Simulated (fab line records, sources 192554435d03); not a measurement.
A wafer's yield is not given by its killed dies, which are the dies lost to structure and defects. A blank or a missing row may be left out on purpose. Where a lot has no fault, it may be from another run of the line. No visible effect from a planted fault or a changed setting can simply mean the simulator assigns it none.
Matching of chambers    flow n5-finfet    ald-sin-03 running N5_BEOL_M0_SAQP_ALD_48: 4 sister chambers
The step deposits SiO2, target thk 20 nm, pulse time 1 s, co reactant pulse time 1 s. 8 wafers are shown with their chamber, then 10 later ones without.

== EACH WAFER AND ITS CHAMBER ==
wafer   chamber  heater-power-w (W)  precursor-pulse-height-rel
L085.6  1        77                  0.981
L087.1  1        77                  0.991
L087.2  0        80                  1.017
L087.4  3        84                  1.012
L087.5  2        64                  1.022
L087.6  3        83                  1.037
L092.1  2        64                  0.991
L092.2  0        80                  0.976

== WAFERS WHOSE CHAMBER IS MISSING ==
wafer   heater-power-w (W)  precursor-pulse-height-rel
L092.6  77                  1.005
L093.1  76                  0.995
L093.3  79                  0.990
L093.6  76                  1.017
L094.1  84                  1.008
L094.3  64                  0.989
L094.4  77                  0.999
L097.2  80                  1.049
L097.5  77                  1.002
L097.6  82                  0.982

== WHICH CHAMBER EACH ONE RAN IN ==
wafer   from the rows above      in truth
L092.6  1                        1
L093.1  1                        1
L093.3  0                        0
L093.6  1                        1
L094.1  3                        3
L094.3  2                        2
L094.4  1                        1
L097.2  0                        0
L097.5  1                        1
L097.6  can't be placed: 3 or 0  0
Placed correctly: 9 of 10. From these rows, 1 cannot be placed; in 1 the true chamber is one of the candidates. 0 placed wrongly.
How it was worked out, from the rows above alone: a wafer's distance from a chamber is the root of the sum, over the readings, of the square of ((its reading less the chamber's mean) divided by the reading's scatter). The wafer belongs to the nearest chamber; if the next one is less than 2 further off, it can't be placed. A chamber's mean is the mean of its shown wafers. How the scatter is found: for the shown wafers, subtract from each reading the mean of its chamber, square and add these, divide the total by (wafers less chambers), then take the root.
